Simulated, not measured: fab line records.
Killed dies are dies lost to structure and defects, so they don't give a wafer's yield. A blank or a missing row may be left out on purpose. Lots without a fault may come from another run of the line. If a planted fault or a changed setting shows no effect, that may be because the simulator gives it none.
Split-lot study + flow n5_finfet + route with 1938 steps; 7 lots, 21 wafers read

THE SPLIT ITSELF
At N5_FIN_SAQP_ALD_61 (deposits SiO2, target thk 4 nm, pulse time 1 s, purge time 2 s), the setting ald_cycles was moved away from the recipe's 43 on 4 of the 21 wafers read, by +4.7% to +16.3%. The other wafers ran this setting at the recipe's value.

The reading comes from the split's own step.

THE READING
SiO2_of_FIN_SAQP_ALD_61.thk_nm (the simulator's own value, which no gauge read), in nm, at N5_FIN_SAQP_ALD_61 (deposits SiO2, target thk 4 nm, pulse time 1 s, purge time 2 s). There is no usual value for it anywhere in the file. The 17 wafers here that ran the recipe average 4.004 nm, standard deviation 0.016 nm.

| wafer  | tool, chamber at the split | ald_cycles as run | against the recipe | SiO2_of_FIN_SAQP_ALD_61.thk_nm, nm | against lot-mates on the recipe |
|--------|----------------------------|-------------------|--------------------|------------------------------------|---------------------------------|
| L076.1 | ald_sin-01, 3              | 43                | recipe             | 4.04                               | -                               |
| L076.4 | ald_sin-01, 2              | 43                | recipe             | 3.991                              | -                               |
| L076.5 | ald_sin-01, 0              | 43                | recipe             | 4                                  | -                               |
| L084.1 | ald_sin-04, 2              | 43                | recipe             | 3.995                              | -                               |
| L084.4 | ald_sin-04, 3              | 43                | recipe             | 3.986                              | -                               |
| L084.5 | ald_sin-04, 3              | 43                | recipe             | 4.01                               | -                               |
| L085.1 | ald_sin-01, 3              | 47                | +9.3%              | 4.349                              | +0.366                          |
| L085.3 | ald_sin-01, 0              | 43                | recipe             | 3.971                              | -                               |
| L085.5 | ald_sin-01, 3              | 43                | recipe             | 3.995                              | -                               |
| L086.2 | ald_sin-03, 2              | 43                | recipe             | 3.99                               | -                               |
| L086.4 | ald_sin-03, 0              | 43                | recipe             | 4.008                              | -                               |
| L086.5 | ald_sin-03, 2              | 43                | recipe             | 4.015                              | -                               |
| L088.1 | ald_sin-04, 1              | 50                | +16.3%             | 4.641                              | +0.619                          |
| L088.4 | ald_sin-04, 2              | 43                | recipe             | 4.023                              | -                               |
| L088.6 | ald_sin-04, 3              | 43                | recipe             | 4.022                              | -                               |
| L089.2 | ald_sin-04, 0              | 43                | recipe             | 4.003                              | -                               |
| L089.3 | ald_sin-04, 3              | 43                | recipe             | 3.991                              | -                               |
| L089.6 | ald_sin-04, 2              | 43                | recipe             | 4.018                              | -                               |
| L091.1 | ald_sin-01, 3              | 43                | recipe             | 4.01                               | -                               |
| L091.4 | ald_sin-01, 2              | 45                | +4.7%              | 4.165                              | +0.155                          |
| L091.6 | ald_sin-01, 2              | 45                | +4.7%              | 4.162                              | +0.152                          |

THE FIT
A straight line over all 21 wafers: SiO2_of_FIN_SAQP_ALD_61.thk_nm changes by +0.0383 nm for each +1% of ald_cycles; r = +0.99; the points scatter about the line by 0.017 nm.
The same after taking each lot's own level away (the mean of its wafers on the recipe; 21 wafers): +0.0379 nm for each +1%; r = +1.00; scatter 0.014 nm.
The reading moves by 0.62 nm for the largest change in ald_cycles, on that fit.
Measured against the standard deviation above, the lots' own levels, which go from 3.9830 to 4.0225 nm, span 2.4 times it.
Hence the lot-to-lot level has little effect on the slope; both slopes agree.
Check: for one of the wafers moved furthest among these (+16.3%), held out of the fit, the line's prediction against its lot-mates is +0.608 nm. It came out at +0.619 nm against them.

OTHER SPLITS APPLIED TO THESE WAFERS
Other splits were also applied to these wafers ahead of the reading. Each is held against what the fit with the lots' levels taken away leaves over:
| other split on the same wafers            | wafers away from the commonest value | r with SiO2_of_FIN_SAQP_ALD_61.thk_nm (lot level and that fit taken away) |
|-------------------------------------------|--------------------------------------|---------------------------------------------------------------------------|
| N5_ZERO_LAYER_PECVD_02 time_s             | 11                                   | -0.26                                                                     |
| N5_ZERO_LAYER_COAT_05 spin_rpm            | 6                                    | -0.18                                                                     |
| N5_PMOS_HMC_CHANNEL_EPI_PEB_07 peb_time_s | 6                                    | +0.08                                                                     |
| N5_PMOS_HMC_CHANNEL_EPI_ETCH_38 bias_w    | 6                                    | +0.01                                                                     |

FILE'S OWN FIT
SiO2_of_FIN_SAQP_ALD_61.thk_nm changes by +0.038 nm for each +1% of ald_cycles, r = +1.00.
